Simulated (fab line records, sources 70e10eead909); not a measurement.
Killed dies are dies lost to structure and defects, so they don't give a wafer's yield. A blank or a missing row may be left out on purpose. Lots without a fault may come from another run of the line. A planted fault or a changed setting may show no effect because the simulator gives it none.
Which tool did it? | flow nand_harc | 13 lots, 37 wafers sampled, at 6 steps of a route of 1302

WHAT THE GAUGES READ, wafer by wafer
NHARC_A_ONON_D2_THK_MEAS_34: measures by ellipsometry. Usual: thk_nm 200.0 nm, standard deviation 2.5.
lot  | measured     | on            | thk_nm (nm)       | flag
L827 | day 13 14:14 | film_metro-01 | 198.3 198.2 199.1 |
L828 | day 13 20:47 | film_metro-01 | 199.3 202.2 203.2 |
L831 | day 14 13:41 | film_metro-02 | 197.8 203.2 200.6 |
L829 | day 14 13:38 | film_metro-01 | 198.7 202.3 202.5 |
L832 | day 16 12:39 | film_metro-01 | 203.8             |
L834 | day 16 14:05 | film_metro-01 | 198.7 195.0 199.9 |
L835 | day 16 18:08 | film_metro-01 | 196.7 196.5 200.7 |
L842 | day 19 18:08 | film_metro-01 | 197.0 203.0 200.6 |
L845 | day 20 21:46 | film_metro-02 | 200.2 202.4 202.0 |
L846 | day 21 14:16 | film_metro-02 | 201.6 201.1 203.6 |
L847 | day 21 14:16 | film_metro-01 | 197.9 195.1 201.1 |
L848 | day 22 10:28 | film_metro-02 | 205.7 205.1 204.1 |
L849 | day 22 20:01 | film_metro-02 | 195.6 196.1 202.0 |

NHARC_A_CHANNEL_HOLE_D2_INSPECT_12. Usual: raw_defect_count 35, standard deviation 24.
lot  | measured     | on                | raw_defect_count              | flag
L827 | day 13 19:44 | defect_inspect-02 | 59 57 77                      |
L828 | day 13 23:44 | defect_inspect-01 | 10 12 22                      |
L831 | day 14 19:37 | defect_inspect-01 | 69 51 62                      |
L829 | day 14 19:11 | defect_inspect-02 | 48 61 65                      |
L832 | day 16 16:11 | defect_inspect-02 | 1310                          | OFF
L834 | day 16 17:54 | defect_inspect-02 | 1275 1292 1275 1290 1287 1283 | OFF
L835 | day 17 00:46 | defect_inspect-02 | 1236 1317 1234 1237 1320 1229 | OFF
L842 | day 19 21:03 | defect_inspect-01 | 12 12 12                      |
L845 | day 21 05:20 | defect_inspect-02 | 24 18 19                      |
L846 | day 21 17:10 | defect_inspect-02 | 18 15 15                      |
L847 | day 21 17:19 | defect_inspect-01 | 29 19 19                      |
L848 | day 22 13:20 | defect_inspect-02 | 22 23 22                      |
L849 | day 23 00:49 | defect_inspect-02 | 3 3 3                         |

NHARC_END_SORT_01. Usual: killed_at_array 63, standard deviation 18; killed_at_other 1.1, standard deviation 1.3; killed_at_periphery 4.3, standard deviation 2.8; killed_dies 68, standard deviation 18; killed_open 3.3, standard deviation 2; killed_short 2.4, standard deviation 1.6.
lot  | measured     | on        | killed_at_array | killed_at_other | killed_at_periphery | killed_dies | killed_open | killed_short | flag
L832 | day 31 03:38 | prober-01 | 95              | 1               | 8                   | 104         | 1           | 0            |
L849 | day 34 15:43 | prober-02 | 43 38 40        | 4 1 0           | 5 9 2               | 52 48 42    | 1 7 2       | 1 1 2        |

WHICH TOOL RAN EACH LOT (tool, then ch and the chambers of the sampled wafers, then the start)
lot  | NHARC_A_ONON_D2_DEP_33          | NHARC_A_CHANNEL_HOLE_D2_DEP_00 | NHARC_A_CHANNEL_HOLE_D2_ETCH_16
L827 | pecvd-03 ch 0,1, day 13 13:52   | acl_dep-01 ch 0, day 13 17:20  | rie_diel-07 ch 0,2, no start
L828 | pecvd-03 ch 0,2, day 13 20:23   | acl_dep-02 ch 0, day 13 20:57  | rie_diel-01 ch 0,1,2, no start
L831 | pecvd-02 ch 1,2, day 14 13:16   | acl_dep-02 ch 0, day 14 16:51  | rie_diel-07 ch 0,1, no start
L829 | pecvd-01 ch 0,2, day 14 13:19   | acl_dep-01 ch 0, day 14 17:10  | rie_diel-06 ch 0,1, no start
L832 | pecvd-01 ch 2, day 16 12:25     | acl_dep-02 ch 0, day 16 14:25  | rie_diel-07 ch 2, day 31 03:38 or earlier
L834 | pecvd-02 ch 0,1, day 16 13:38   | acl_dep-02 ch 0, day 16 15:28  | -
L835 | pecvd-02 ch 0,2, day 16 17:43   | acl_dep-02 ch 0, day 16 21:59  | -
L842 | pecvd-03 ch 0,1,2, day 19 17:49 | acl_dep-01 ch 0, day 19 18:55  | rie_diel-01 ch 1,2,3, no start
L845 | pecvd-03 ch 1,2, day 20 21:24   | acl_dep-01 ch 0, day 21 02:41  | rie_diel-07 ch 0,1,2, no start
L846 | pecvd-03 ch 1,2, day 21 13:52   | acl_dep-01 ch 0, day 21 14:24  | rie_diel-07 ch 0,2,3, no start
L847 | pecvd-02 ch 0,1, day 21 13:54   | acl_dep-02 ch 0, day 21 14:43  | rie_diel-06 ch 0,2, no start
L848 | pecvd-03 ch 0,1,2, day 22 10:11 | acl_dep-02 ch 0, day 22 11:32  | rie_diel-01 ch 1,2, no start
L849 | pecvd-01 ch 0,2, day 22 19:39   | acl_dep-03 ch 0, day 22 22:02  | rie_diel-06 ch 0,1,3, day 34 15:43 or earlier
- NHARC_A_ONON_D2_DEP_33: deposits SiO2, target thk 200 nm.
- NHARC_A_CHANNEL_HOLE_D2_DEP_00: deposits aC, target thk 3100 nm.
- NHARC_A_CHANNEL_HOLE_D2_ETCH_16: etches the open film in O2/COS, target depth 3100 nm, time 806 s.

WHAT THE TOOLS THEMSELVES READ (means of the sampled wafers that have a number; where no wafer has one, the mark that the record gives instead)
NHARC_A_ONON_D2_DEP_33. Usual: chamber_pressure_Torr 6.498 Torr, standard deviation 0.015; flow_sccm 2649 sccm, standard deviation 7.9; heater_power_w 585 W, standard deviation 110; throttle_valve_pct 15.8 %, standard deviation 0.53.
lot  | tool     | chamber_pressure_Torr (Torr) | flow_sccm (sccm) | heater_power_w (W) | throttle_valve_pct (%) | flag
L827 | pecvd-03 | 6.498                        | 2651             | 657                | 15.2                   |
L828 | pecvd-03 | 6.504                        | 2649             | 679                | 15.2                   |
L831 | pecvd-02 | 6.499                        | 2652             | 561                | 16.2                   |
L829 | pecvd-01 | 6.496                        | 2659             | 454                | 16.2                   |
L832 | pecvd-01 | 6.502                        | 2628             | 407                | 15.9                   |
L834 | pecvd-02 | 6.489                        | 2650             | 626                | 15.4                   |
L835 | pecvd-02 | 6.505                        | 2645             | 598                | 16.2                   |
L842 | pecvd-03 | 6.484                        | 2642             | 690                | 15.5                   |
L845 | pecvd-03 | 6.496                        | 2647             | 596                | 15.5                   |
L846 | pecvd-03 | 6.497                        | 2649             | 583                | 15.7                   |
L847 | pecvd-02 | 6.502                        | 2643             | 703                | 15.6                   |
L848 | pecvd-03 | 6.487                        | 2653             | 670                | 15.6                   |
L849 | pecvd-01 | 6.492                        | 2646             | 429                | 15.8                   |

NHARC_A_CHANNEL_HOLE_D2_DEP_00. Usual: throttle_valve_pct 35.000 %, standard deviation 0.0093.
lot  | tool       | throttle_valve_pct (%) | flag
L827 | acl_dep-01 | 34.998                 |
L828 | acl_dep-02 | 35.006                 |
L831 | acl_dep-02 | 34.999                 |
L829 | acl_dep-01 | 34.996                 |
L832 | acl_dep-02 | 34.987                 |
L834 | acl_dep-02 | 35.003                 |
L835 | acl_dep-02 | 34.996                 |
L842 | acl_dep-01 | 34.991                 |
L845 | acl_dep-01 | 35.004                 |
L846 | acl_dep-01 | 34.995                 |
L847 | acl_dep-02 | 35.000                 |
L848 | acl_dep-02 | 35.000                 |
L849 | acl_dep-03 | 34.996                 |

NHARC_A_CHANNEL_HOLE_D2_ETCH_16. Usual: drypump_motor_current_A 5.8 A, standard deviation 0.31; oes_product_au 1.000 a.u., standard deviation 0.0078; rf_vpp_V 314.7 V, standard deviation 1.6; showerhead_plenum_p_Torr 3.16 Torr, standard deviation 0.093; throttle_valve_pct 28.331 %, standard deviation 0.0099.
lot  | tool        | drypump_motor_current_A (A) | oes_product_au (a.u.) | rf_vpp_V (V) | showerhead_plenum_p_Torr (Torr) | throttle_valve_pct (%) | flag
L827 | rie_diel-07 | 5.5                         | 0.997                 | 312.9        | 3.10                            | 28.326                 |
L828 | rie_diel-01 | 5.6                         | 1.005                 | 314.8        | 3.13                            | 28.329                 |
L831 | rie_diel-07 | 6.1                         | 1.000                 | 312.6        | 3.02                            | 28.334                 |
L829 | rie_diel-06 | 5.8                         | 0.999                 | 315.1        | 3.26                            | 28.333                 |
L832 | rie_diel-07 | 5.7                         | 1.007                 | 315.3        | 3.31                            | 28.315                 |
L842 | rie_diel-01 | 5.9                         | 1.012                 | 313.3        | 3.15                            | 28.327                 |
L845 | rie_diel-07 | 5.9                         | 1.002                 | 314.2        | 3.11                            | 28.329                 |
L846 | rie_diel-07 | 5.5                         | 1.009                 | 314.8        | 3.15                            | 28.323                 |
L847 | rie_diel-06 | 5.8                         | 0.988                 | 315.8        | 3.22                            | 28.332                 |
L848 | rie_diel-01 | 5.8                         | 0.998                 | 314.1        | 3.13                            | 28.334                 |
L849 | rie_diel-06 | 5.9                         | 0.995                 | 315.7        | 3.21                            | 28.324                 |

THE ANSWER, worked out from the rows above alone
Rule: a lot is off if the mean of its wafers that have a number lies more than 3 standard deviations from the usual mean. A lot without any number at a reading at which 4 lots or more have one is off too. The other lots that the step has rows for count as sound. The gauges are gone through in route order, then the tools' own readings, and for those a lot's mean is taken as printed above. The first step at which some lot is off is used, and at that step the reading that is off furthest; a lot without a number counts as furthest.
Off: L832, L834, L835, at NHARC_A_CHANNEL_HOLE_D2_INSPECT_12 (raw_defect_count).
A tool fits if, at a process step before that reading, it ran every lot that is off, and no sound lot after the first of them. The gauges at NHARC_A_CHANNEL_HOLE_D2_INSPECT_12 are tried like those tools. None of those tried fits.

WHAT THE SIMULATOR HAD PUT IN
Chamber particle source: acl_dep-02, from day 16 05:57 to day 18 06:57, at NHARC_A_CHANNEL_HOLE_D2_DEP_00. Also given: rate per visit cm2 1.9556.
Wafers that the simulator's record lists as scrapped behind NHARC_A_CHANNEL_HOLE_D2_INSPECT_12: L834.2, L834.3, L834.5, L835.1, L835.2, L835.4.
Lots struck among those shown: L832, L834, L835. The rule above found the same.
